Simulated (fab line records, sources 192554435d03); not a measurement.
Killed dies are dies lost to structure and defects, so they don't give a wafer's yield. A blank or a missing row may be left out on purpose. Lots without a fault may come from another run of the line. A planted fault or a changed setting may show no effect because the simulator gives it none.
fab line records | flow n5_finfet
record lots=5 wafers=15 last_day=18
route steps=1938 shown BEOL_M4@1084
lots that met no fault: from a run of the same line without faults
start_h: hours from the record's first day to the start of the lot's first wafer shown | wait_h: hours since the lot's step before | " the same as in the row above | L1.1+2: a row that stands for several wafers | - no value, or no start given | * or withheld: withheld | < > ~ a bound
route shown NAME@n: a module of which the file shows steps, and the number in the route of the first | usual: mean/standard deviation of fault-free wafers | same: alike in all rows | chamber/n: place in a boat | sites: the reading at each site | _std_site: their standard deviation | _edge_site: outer sites' mean less inner sites' | radius_mm: how far each site lies from the wafer's centre | mask NAME#n: copy n | behind: the tool/chamber that last shaped the wafer | hold: why the lot was held/for how many hours/how that ended | device: the transistor (n, p or np) that didn't switch | end of line: the same wafers' tests at the end of the route | a step without rows: its recipe alone | killed: dies lost to structure and defects at the first sort, not the wafer's yield | map: a wafer's dies, x killed, . not, _ none there
set.NAME: the setting as run; set.NAME@STEP: as run at that earlier step | model.NAME: the simulator's own value behind a step, which no gauge read
lots at some steps of the route; a table a step, a row a wafer
services: from which hour (start_h, from the record's first day; less than 0 if before it) a tool's chamber was out of use, for how many hours, and why
## steps
# step N5_BEOL_M4_SPUTTER_48
# recipe material=Cu target_thk_a=45 temp_c=-20 chamber_pressure_pa=0.07 power_w=withheld time_s=8.29
# usual throttle_valve_pct=30.4/0.44
# columns lot.wafer tool chamber start_h wait_h throttle_valve_pct
L074.3 pvd_sputter-01 - 161.73 0.1 30.9
L074.4 " - " " 29.5
L074.6 " - " " 30.8
L084.2 pvd_sputter-01 - 234.91 0.1 30.5
L084.4 " - " " 29.4
L084.5 " - " " 29.5
L083.1 pvd_sputter-03 - 237.39 0.1 30.0
L083.3 " - " " 29.9
L083.4 " - " " 30.6
L086.1 pvd_sputter-01 - 245.11 0.2 31.0
L086.2 " - " " 29.6
L086.6 " - " " 29.4
L097.3 pvd_sputter-01 - 313.86 1.0 30.9
L097.5 " - " " 30.7
L097.6 " - " " 30.6
# step N5_BEOL_M4_ANNEAL_49
# recipe temp_c=400 time_s=240 ambient=vacuum
# usual heater_power_w=832/110
# columns lot.wafer tool chamber start_h wait_h heater_power_w
L074.3 pvd_sputter-01 - 161.81 0.0 941
L074.4 " - " " 867
L074.6 " - " " 971
L084.2 pvd_sputter-01 - 234.99 0.0 636
L084.4 " - " " 868
L084.5 " - " " 844
L083.1 pvd_sputter-03 - 237.47 0.0 833
L083.3 " - " " 909
L083.4 " - " " 939
L086.1 pvd_sputter-01 - 245.19 0.0 933
L086.2 " - " " 862
L086.6 " - " " 843
L097.3 pvd_sputter-01 - 313.94 0.0 951
L097.5 " - " " 962
L097.6 " - " " 880
# step N5_BEOL_M4_SPUTTER_79
# recipe material=Cu target_thk_a=45 temp_c=-20 chamber_pressure_pa=0.07 power_w=withheld time_s=8.29
# usual throttle_valve_pct=30.4/0.47
# columns lot.wafer tool chamber start_h wait_h throttle_valve_pct
L074.3 pvd_sputter-01 - 161.95 0.1 30.8
L074.4 " - " " 29.4
L074.6 " - " " 30.7
L084.2 pvd_sputter-01 - 235.13 0.1 30.5
L084.4 " - " " 29.6
L084.5 " - " " 29.3
L083.1 pvd_sputter-03 - 237.61 0.1 29.9
L083.3 " - " " 30.1
L083.4 " - " " 30.6
L086.1 pvd_sputter-01 - 245.33 0.1 30.8
L086.2 " - " " 29.4
L086.6 " - " " 29.6
L097.3 pvd_sputter-01 - 314.08 0.1 30.8
L097.5 " - " " 30.6
L097.6 " - " " 30.6
# step N5_BEOL_M4_ANNEAL_80
# recipe temp_c=400 time_s=240 ambient=vacuum
# usual heater_power_w=832/100
# columns lot.wafer tool chamber start_h wait_h heater_power_w
L074.3 pvd_sputter-01 - 162.03 0.0 930
L074.4 " - " " 832
L074.6 " - " " 956
L084.2 pvd_sputter-01 - 235.21 0.0 617
L084.4 " - " " 869
L084.5 " - " " 861
L083.1 pvd_sputter-03 - 237.69 0.0 833
L083.3 " - " " 898
L083.4 " - " " 950
L086.1 pvd_sputter-01 - 245.41 0.0 942
L086.2 " - " " 851
L086.6 " - " " 863
L097.3 pvd_sputter-01 - 314.16 0.0 925
L097.5 " - " " 966
L097.6 " - " " 881
# step N5_BEOL_M4_SPUTTER_81
# recipe material=Cu target_thk_a=45 temp_c=-20 chamber_pressure_pa=0.07 power_w=withheld time_s=8.29
# usual throttle_valve_pct=30.4/0.42
# columns lot.wafer tool chamber start_h wait_h throttle_valve_pct
L074.3 pvd_sputter-01 - 162.17 0.1 30.7
L074.4 " - " " 29.5
L074.6 " - " " 30.6
L084.2 pvd_sputter-01 - 235.35 0.1 30.4
L084.4 " - " " 29.3
L084.5 " - " " 29.4
L083.1 pvd_sputter-03 - 237.83 0.1 29.9
L083.3 " - " " 30.1
L083.4 " - " " 30.5
L086.1 pvd_sputter-01 - 245.55 0.1 30.9
L086.2 " - " " 29.9
L086.6 " - " " 29.7
L097.3 pvd_sputter-01 - 314.30 0.1 30.6
L097.5 " - " " 31.0
L097.6 " - " " 30.5
# step N5_BEOL_M4_ANNEAL_82
# recipe temp_c=400 time_s=240 ambient=vacuum
# usual heater_power_w=832/110
# columns lot.wafer tool chamber start_h wait_h heater_power_w
L074.3 pvd_sputter-01 - 162.25 0.0 929
L074.4 " - " " 864
L074.6 " - " " 943
L084.2 pvd_sputter-01 - 235.43 0.0 598
L084.4 " - " " 820
L084.5 " - " " 849
L083.1 pvd_sputter-03 - 237.91 0.0 852
L083.3 " - " " 915
L083.4 " - " " 924
L086.1 pvd_sputter-01 - 245.63 0.0 953
L086.2 " - " " 850
L086.6 " - " " 859
L097.3 pvd_sputter-01 - 314.38 0.0 934
L097.5 " - " " 962
L097.6 " - " " 863
# step N5_BEOL_M4_SPUTTER_86
# recipe material=Cu target_thk_a=45 temp_c=-20 chamber_pressure_pa=0.07 power_w=withheld time_s=8.29
# usual throttle_valve_pct=30.4/0.44
# columns lot.wafer tool chamber start_h wait_h throttle_valve_pct
L074.3 pvd_sputter-01 - 162.39 0.1 31.1
L074.4 " - " " 29.6
L074.6 " - " " 30.8
L084.2 pvd_sputter-01 - 235.57 0.1 30.2
L084.4 " - " " 29.2
L084.5 " - " " 29.7
L083.1 pvd_sputter-03 - 238.05 0.1 30.0
L083.3 " - " " 30.2
L083.4 " - " " 30.6
L086.1 pvd_sputter-01 - 245.77 0.1 30.7
L086.2 " - " " 29.2
L086.6 " - " " 29.5
L097.3 pvd_sputter-01 - 314.52 0.1 30.7
L097.5 " - " " 30.7
L097.6 " - " " 30.3
# step N5_BEOL_M4_ANNEAL_87
# recipe temp_c=400 time_s=240 ambient=vacuum
# usual heater_power_w=834/110
# columns lot.wafer tool chamber start_h wait_h heater_power_w
L074.3 pvd_sputter-01 - 162.47 0.0 937
L074.4 " - " " 874
L074.6 " - " " 961
L084.2 pvd_sputter-01 - 235.65 0.0 621
L084.4 " - " " 871
L084.5 " - " " 854
L083.1 pvd_sputter-03 - 238.13 0.0 852
L083.3 " - " " 915
L083.4 " - " " 918
L086.1 pvd_sputter-01 - 245.85 0.0 938
L086.2 " - " " 860
L086.6 " - " " 861
L097.3 pvd_sputter-01 - 314.60 0.0 947
L097.5 " - " " 940
L097.6 " - " " 847
# step N5_BEOL_M4_SPUTTER_88
# recipe material=Cu target_thk_a=45 temp_c=-20 chamber_pressure_pa=0.07 power_w=withheld time_s=8.29
# usual throttle_valve_pct=30.4/0.44
# columns lot.wafer tool chamber start_h wait_h throttle_valve_pct
L074.3 pvd_sputter-01 - 162.61 0.1 30.6
L074.4 " - " " 29.6
L074.6 " - " " 30.6
L084.2 pvd_sputter-01 - 235.79 0.1 30.4
L084.4 " - " " 29.4
L084.5 " - " " 29.2
L083.1 pvd_sputter-03 - 238.27 0.1 29.8
L083.3 " - " " 29.8
L083.4 " - " " 30.7
L086.1 pvd_sputter-01 - 245.99 0.1 30.7
L086.2 " - " " 29.3
L086.6 " - " " 29.6
L097.3 pvd_sputter-01 - 314.74 0.1 30.9
L097.5 " - " " 31.0
L097.6 " - " " 30.5
# step N5_BEOL_M4_ANNEAL_89
# recipe temp_c=400 time_s=240 ambient=vacuum
# usual heater_power_w=832/110
# columns lot.wafer tool chamber start_h wait_h heater_power_w
L074.3 pvd_sputter-01 - 162.69 0.0 930
L074.4 " - " " 885
L074.6 " - " " 949
L084.2 pvd_sputter-01 - 235.87 0.0 608
L084.4 " - " " 855
L084.5 " - " " 862
L083.1 pvd_sputter-03 - 238.35 0.0 865
L083.3 " - " " 912
L083.4 " - " " 928
L086.1 pvd_sputter-01 - 246.07 0.0 955
L086.2 " - " " 880
L086.6 " - " " 841
L097.3 pvd_sputter-01 - 314.82 0.0 954
L097.5 " - " " 953
L097.6 " - " " 869
# step N5_BEOL_M4_SPUTTER_90
# recipe material=Cu target_thk_a=45 temp_c=-20 chamber_pressure_pa=0.07 power_w=withheld time_s=8.29
# usual throttle_valve_pct=30.4/0.44
# columns lot.wafer tool chamber start_h wait_h throttle_valve_pct
L074.3 pvd_sputter-01 - 162.83 0.1 30.6
L074.4 " - " " 29.6
L074.6 " - " " 30.7
L084.2 pvd_sputter-01 - 236.01 0.1 30.3
L084.4 " - " " 29.7
L084.5 " - " " 29.4
L083.1 pvd_sputter-03 - 238.49 0.1 29.9
L083.3 " - " " 30.2
L083.4 " - " " 30.8
L086.1 pvd_sputter-01 - 246.21 0.1 30.7
L086.2 " - " " 29.5
L086.6 " - " " 29.7
L097.3 pvd_sputter-01 - 314.96 0.1 30.9
L097.5 " - " " 30.7
L097.6 " - " " 30.5
# step N5_BEOL_M4_ANNEAL_91
# recipe temp_c=400 time_s=240 ambient=vacuum
# usual heater_power_w=835/110
# columns lot.wafer tool chamber start_h wait_h heater_power_w
L074.3 pvd_sputter-01 - 162.91 0.0 941
L074.4 " - " " 868
L074.6 " - " " 940
L084.2 pvd_sputter-01 - 236.09 0.0 633
L084.4 " - " " 862
L084.5 " - " " 864
L083.1 pvd_sputter-03 - 238.57 0.0 850
L083.3 " - " " 921
L083.4 " - " " 929
L086.1 pvd_sputter-01 - 246.29 0.0 954
L086.2 " - " " 881
L086.6 " - " " 853
L097.3 pvd_sputter-01 - 315.04 0.0 930
L097.5 " - " " 940
L097.6 " - " " 887
# step N5_BEOL_M4_SPUTTER_92
# recipe material=Cu target_thk_a=45 temp_c=-20 chamber_pressure_pa=0.07 power_w=withheld time_s=8.29
# usual throttle_valve_pct=30.4/0.43
# columns lot.wafer tool chamber start_h wait_h throttle_valve_pct
L074.3 pvd_sputter-01 - 163.05 0.1 30.8
L074.4 " - " " 29.5
L074.6 " - " " 30.6
L084.2 pvd_sputter-01 - 236.23 0.1 30.6
L084.4 " - " " 29.6
L084.5 " - " " 29.5
L083.1 pvd_sputter-03 - 238.71 0.1 30.0
L083.3 " - " " 30.3
L083.4 " - " " 30.4
L086.1 pvd_sputter-01 - 246.43 0.1 30.9
L086.2 " - " " 29.6
L086.6 " - " " 29.4
L097.3 pvd_sputter-01 - 315.18 0.1 30.7
L097.5 " - " " 31.0
L097.6 " - " " 30.4
# step N5_BEOL_M4_ANNEAL_93
# recipe temp_c=400 time_s=240 ambient=vacuum
# usual heater_power_w=832/110
# columns lot.wafer tool chamber start_h wait_h heater_power_w
L074.3 pvd_sputter-01 - 163.13 0.0 945
L074.4 " - " " 866
L074.6 " - " " 951
L084.2 pvd_sputter-01 - 236.31 0.0 620
L084.4 " - " " 871
L084.5 " - " " 858
L083.1 pvd_sputter-03 - 238.79 0.0 861
L083.3 " - " " 931
L083.4 " - " " 924
L086.1 pvd_sputter-01 - 246.51 0.0 951
L086.2 " - " " 851
L086.6 " - " " 856
L097.3 pvd_sputter-01 - 315.26 0.0 958
L097.5 " - " " 931
L097.6 " - " " 873
# step N5_BEOL_M4_SPUTTER_94
# recipe material=Cu target_thk_a=45 temp_c=-20 chamber_pressure_pa=0.07 power_w=withheld time_s=8.29
# usual throttle_valve_pct=30.4/0.45
# columns lot.wafer tool chamber start_h wait_h throttle_valve_pct
L074.3 pvd_sputter-01 - 163.27 0.1 31.0
L074.4 " - " " 29.5
L074.6 " - " " 30.7
L084.2 pvd_sputter-01 - 236.45 0.1 30.2
L084.4 " - " " 29.5
L084.5 " - " " 29.5
L083.1 pvd_sputter-03 - 238.93 0.1 30.0
L083.3 " - " " 30.0
L083.4 " - " " 30.4
L086.1 pvd_sputter-01 - 246.65 0.1 30.5
L086.2 " - " " 29.5
L086.6 " - " " 29.6
L097.3 pvd_sputter-01 - 315.40 0.1 30.8
L097.5 " - " " 30.9
L097.6 " - " " 30.4
# step N5_BEOL_M4_ANNEAL_95
# recipe temp_c=400 time_s=240 ambient=vacuum
# usual heater_power_w=832/100
# columns lot.wafer tool chamber start_h wait_h heater_power_w
L074.3 pvd_sputter-01 - 163.35 0.0 948
L074.4 " - " " 872
L074.6 " - " " 952
L084.2 pvd_sputter-01 - 236.53 0.0 601
L084.4 " - " " 862
L084.5 " - " " 867
L083.1 pvd_sputter-03 - 239.01 0.0 824
L083.3 " - " " 926
L083.4 " - " " 903
L086.1 pvd_sputter-01 - 246.73 0.0 928
L086.2 " - " " 868
L086.6 " - " " 865
L097.3 pvd_sputter-01 - 315.48 0.0 929
L097.5 " - " " 942
L097.6 " - " " 850
# step N5_BEOL_M4_SPUTTER_96
# recipe material=Cu target_thk_a=45 temp_c=-20 chamber_pressure_pa=0.07 power_w=withheld time_s=8.29
# usual throttle_valve_pct=30.4/0.46
# columns lot.wafer tool chamber start_h wait_h throttle_valve_pct
L074.3 pvd_sputter-01 - 163.49 0.1 30.9
L074.4 " - " " 29.5
L074.6 " - " " 30.9
L084.2 pvd_sputter-01 - 236.67 0.1 30.5
L084.4 " - " " 29.4
L084.5 " - " " 29.4
L083.1 pvd_sputter-03 - 239.15 0.1 29.9
L083.3 " - " " 30.3
L083.4 " - " " 30.4
L086.1 pvd_sputter-01 - 246.87 0.1 30.6
L086.2 " - " " 29.7
L086.6 " - " " 29.6
L097.3 pvd_sputter-01 - 315.62 0.1 31.0
L097.5 " - " " 30.7
L097.6 " - " " 30.5
# step N5_BEOL_M4_ECD_50
# recipe material=Cu target_thk_a=3000
# columns lot.wafer tool chamber start_h wait_h
L074.3+4+6 ecd_cu-01 0,1,1 163.63 0.1
L084.2+4+5 ecd_cu-01 0,1,0 236.78 0.1
L083.1+3+4 ecd_cu-01 0,0,1 239.26 0.1
L086.1+2+6 ecd_cu-02 0,1,1 246.99 0.1
L097.3+5+6 ecd_cu-02 0,0,1 315.76 0.1
# step N5_BEOL_M4_ANNEAL_51
# recipe temp_c=225 time_s=90 ambient=N2
# usual wafer_temp_C_max=226.16/0.29
# columns lot.wafer tool chamber start_h wait_h wafer_temp_C_max
L074.3 rtp_anneal-02 0 163.78 0.1 225.90
L074.4 " 0 " " 226.09
L074.6 " 0 " " 225.89
L084.2 rtp_anneal-02 0 236.91 0.1 225.67
L084.4 " 0 " " 226.14
L084.5 " 0 " " 225.88
L083.1 rtp_anneal-02 0 239.34 0.1 226.22
L083.3 " 0 " " 226.09
L083.4 " 0 " " 226.33
L086.1 rtp_anneal-01 0 247.07 0.1 226.08
L086.2 " 0 " " 226.21
L086.6 " 0 " " 226.19
L097.3 rtp_anneal-02 0 315.91 0.1 226.24
L097.5 " 0 " " 226.50
L097.6 " 0 " " 226.15
# step N5_BEOL_M4_CMP_52
# recipe stop_on=SiOC t_overpolish_s=6.8 down_force_psi=1 platen_rpm=50 clearing_platen_down_force_psi=1.5 clearing_platen_rpm=50 post_cmp_clean=cu_alkaline target_thk_nm=40 clearing_platen_pad_velocity_m_s=0.99484 pad_velocity_m_s=0.99484
# usual barrier_field_endpoint_s=24.8/0.59 clearing_platen_down_force_psi=1.5002/0.0028 clearing_platen_rpm=50.000/0.028 head_pressure_psi=0.9997/0.0021 motor_current_A=5.9/0.6 overpolish_run_s=6.800/0.0093 time_to_endpoint_s=63.4/2.6
# columns lot.wafer tool chamber start_h wait_h barrier_field_endpoint_s clearing_platen_down_force_psi clearing_platen_rpm head_pressure_psi motor_current_A overpolish_run_s time_to_endpoint_s
L074.4 cmp-02 2 163.98 0.1 24.0 1.5001 49.997 0.9977 5.7 6.809 60.2
L074.3 " 1 " " 23.7 1.5017 50.022 1.0001 5.6 6.800 60.7
L074.6 " 2 " " 24.3 1.4968 50.032 0.9992 5.2 6.786 60.9
L084.2 cmp-04 3 237.16 0.2 24.1 1.5015 50.062 0.9981 5.3 6.794 64.4
L084.4 " 1 " " 24.8 1.5023 50.032 1.0002 6.1 6.791 65.1
L084.5 " 0 " " 24.2 1.4999 49.977 1.0021 5.9 6.787 60.4
L083.1 cmp-04 0 239.64 0.3 25.4 1.5033 49.987 0.9989 5.8 6.803 64.9
L083.4 " 2 " " 25.3 1.5037 49.971 0.9985 6.0 6.800 62.4
L083.3 " 3 " " 24.9 1.5028 50.002 0.9973 5.6 6.782 65.5
L086.2 cmp-03 0 247.40 0.2 24.4 1.5037 50.017 0.9965 6.1 6.797 63.0
L086.1 " 1 " " 24.6 1.4965 50.007 0.9985 5.5 6.808 61.8
L086.6 " 0 " " 24.9 1.4977 49.989 0.9978 6.4 6.802 64.9
L097.3 cmp-03 0 316.12 0.2 24.7 1.5010 50.050 0.9999 6.0 6.800 64.6
L097.6 " 0 " " 24.6 1.5009 50.034 0.9986 6.2 6.796 64.5
L097.5 " 1 " " 24.9 1.4975 49.971 0.9965 5.4 6.793 64.1
# step N5_BEOL_M4_THK_MEAS_53
# recipe thk_meas_gauge=xrf reads=Cu_of_BEOL_M4_ECD_50
# usual M4_THK=39.5/1.6
# columns lot.wafer tool chamber start_h wait_h M4_THK[nm]
L074.3 film_metro-02 - 164.28 - 35.8
L074.4 " - " " 36.6
L074.6 " - " " 36.6
L084.2 film_metro-02 - 237.45 - 41.1
L084.4 " - " " 38.6
L084.5 " - " " 41.0
L083.1 film_metro-02 - 239.93 - 38.2
L083.3 " - " " 40.4
L083.4 " - " " 38.9
L086.1 film_metro-01 - 247.66 - 41.1
L086.2 " - " " 41.9
L086.6 " - " " 40.6
L097.3 film_metro-02 - 316.41 - 39.5
L097.5 " - " " 40.5
L097.6 " - " " 42.3
# step N5_BEOL_M4_PRE_CLEAN_60
# recipe gas=NH3/H2 time_s=15 temp_c=* rf_power_w=300
# usual heater_power_w=90/12
# columns lot.wafer tool chamber start_h wait_h heater_power_w
L074.3 cvd_co-02 2 164.32 0.0 84
L074.4 " 2 " " 83
L074.6 " 0 " " 92
L084.2 cvd_co-01 2 237.50 0.0 108
L084.4 " 2 " " 110
L084.5 " 0 " " 74
L083.1 cvd_co-02 1 239.97 0.0 99
L083.3 " 0 " " 92
L083.4 " 0 " " 94
L086.1 cvd_co-01 1 247.70 0.0 83
L086.2 " 2 " " 111
L086.6 " 0 " " 72
L097.3 cvd_co-01 2 316.45 0.0 110
L097.5 " 2 " " 106
L097.6 " 0 " " 72
# step N5_BEOL_M4_CO_CAP_55
# recipe material=Co target_thk_a=20 temp_c=200 precursor=CCTBA/H2 pressure_torr=30 time_s=102.1
# usual heater_power_w=242/15
# columns lot.wafer tool chamber start_h wait_h heater_power_w
L074.3 cvd_co-02 2 164.36 0.0 232
L074.4 " 2 " " 240
L074.6 " 0 " " 235
L084.2 cvd_co-01 2 237.54 0.0 268
L084.4 " 2 " " 270
L084.5 " 0 " " 217
L083.1 cvd_co-02 1 240.01 0.0 252
L083.3 " 0 " " 244
L083.4 " 0 " " 249
L086.1 cvd_co-01 1 247.74 0.0 232
L086.2 " 2 " " 266
L086.6 " 0 " " 217
L097.3 cvd_co-01 2 316.49 0.0 261
L097.5 " 2 " " 262
L097.6 " 0 " " 214
# step N5_BEOL_M4_PRE_CLEAN_56
# recipe gas=NH3 time_s=15 temp_c=withheld rf_power_w=300
# columns lot.wafer tool chamber start_h wait_h
L074.3+4+6 pecvd-03 0,0,2 164.45 0.1
L084.2+4+5 pecvd-03 1,0,2 237.63 0.1
L083.1+3+4 pecvd-04 2,0,0 240.10 0.1
L086.1+2+6 pecvd-01 1,0,0 247.83 0.1
L097.3+5+6 pecvd-04 1,2,1 316.58 0.1
# step N5_BEOL_M4_DEP_57
# recipe material=SiCN target_thk_a=80 temp_c=withheld precursor=3MS/NH3 pressure_torr=3 rf_w=202 time_s=14
# usual showerhead_plenum_p_Torr=3.667/0.012 showerhead_vpp_V=898/29 throttle_valve_pct=9.0/0.52
# columns lot.wafer tool chamber start_h wait_h showerhead_plenum_p_Torr showerhead_vpp_V throttle_valve_pct
L074.3 pecvd-03 0 164.47 0.0 3.673 879 8.6
L074.4 " 0 " " 3.670 878 8.6
L074.6 " 2 " " 3.669 967 7.9
L084.2 pecvd-03 1 237.65 0.0 3.688 901 9.1
L084.4 " 0 " " 3.680 877 8.5
L084.5 " 2 " " 3.660 970 8.3
L083.1 pecvd-04 2 240.13 0.0 3.673 896 8.3
L083.3 " 0 " " 3.666 863 9.8
L083.4 " 0 " " 3.665 865 10.1
L086.1 pecvd-01 1 247.87 0.0 3.638 893 9.0
L086.2 " 0 " " 3.654 872 10.0
L086.6 " 0 " " 3.656 875 9.6
L097.3 pecvd-04 1 316.60 0.0 3.669 921 8.4
L097.5 " 2 " " 3.664 906 8.6
L097.6 " 1 " " 3.675 934 8.7
# step N5_BEOL_M4_RS_MEAS_58
# recipe thk_meas_gauge=four-point-probe reads=Co_of_BEOL_M4_CO_CAP_55+Cu_of_BEOL_M4_ECD_50+Co_of_BEOL_M4_CVD_47+TaN_of_BEOL_M4_ALD_84
# usual M4_RS=0.67/0.034
# columns lot.wafer tool chamber start_h wait_h M4_RS[ohm/sq]
L074.3 film_metro-01 - 164.54 0.1 0.76
L074.4 " - " " 0.74
L074.6 " - " " 0.74
L084.2 film_metro-02 - 237.72 0.1 0.63
L084.4 " - " " 0.68
L084.5 " - " " 0.64
L083.1 film_metro-02 - 240.19 0.0 0.69
L083.3 " - " " 0.64
L083.4 " - " " 0.68
L086.1 film_metro-01 - 247.95 0.1 0.64
L086.2 " - " " 0.62
L086.6 " - " " 0.65
L097.3 film_metro-02 - 316.67 0.1 0.67
L097.5 " - " " 0.64
L097.6 " - " " 0.61
# step N5_BEOL_M4_INSPECT_59
# recipe inspect_instrument=darkfield mode=post_dep
# usual raw_defect_count=70/22
# columns lot.wafer tool chamber start_h wait_h raw_defect_count
L074.3 defect_inspect-01 - 164.57 0.0 51
L074.4 " - " " 69
L074.6 " - " " 86
L084.2 defect_inspect-01 - 237.75 0.0 92
L084.4 " - " " 46
L084.5 " - " " 56
L083.1 defect_inspect-01 - 240.22 0.0 70
L083.3 " - " " 65
L083.4 " - " " 93
L086.1 defect_inspect-01 - 247.97 0.0 74
L086.2 " - " " 56
L086.6 " - " " 55
L097.3 defect_inspect-02 - 316.70 0.0 90
L097.5 " - " " 69
L097.6 " - " " 85
## services
# columns tool chamber start_h hours kind
cvd_co-01 0 141.91 7.2 repair
pvd_sputter-01 - 141.96 1.9 repair
cmp-03 - 145.48 0.9 repair
pecvd-01 2 153.56 4.9 repair
pecvd-01 1 155.27 2.1 scheduled_down
rtp_anneal-01 - 155.38 7.1 pm
rtp_anneal-01 - 165.69 1.1 repair
cmp-02 - 183.81 2.2 repair
pecvd-03 1 194.71 2.1 scheduled_down
pecvd-03 0 229.88 2.1 scheduled_down
cvd_co-02 - 231.43 0.3 repair
cmp-04 - 232.63 0.3 repair
pecvd-01 2 244.65 5.5 scheduled_down
cmp-04 - 246.71 8.5 pm
pecvd-01 - 256.49 0.9 repair
pecvd-03 2 257.80 5.5 scheduled_down
cmp-02 - 260.23 0.3 repair
cmp-03 - 269.07 4.0 pm
cmp-02 - 279.17 4.0 pm
cvd_co-02 2 286.37 40.8 repair
cmp-03 - 290.07 0.6 repair
pecvd-04 0 295.56 5.0 scheduled_down
cmp-02 - 304.96 3.9 repair
pvd_sputter-03 - 316.18 2.9 repair
## key
fault none
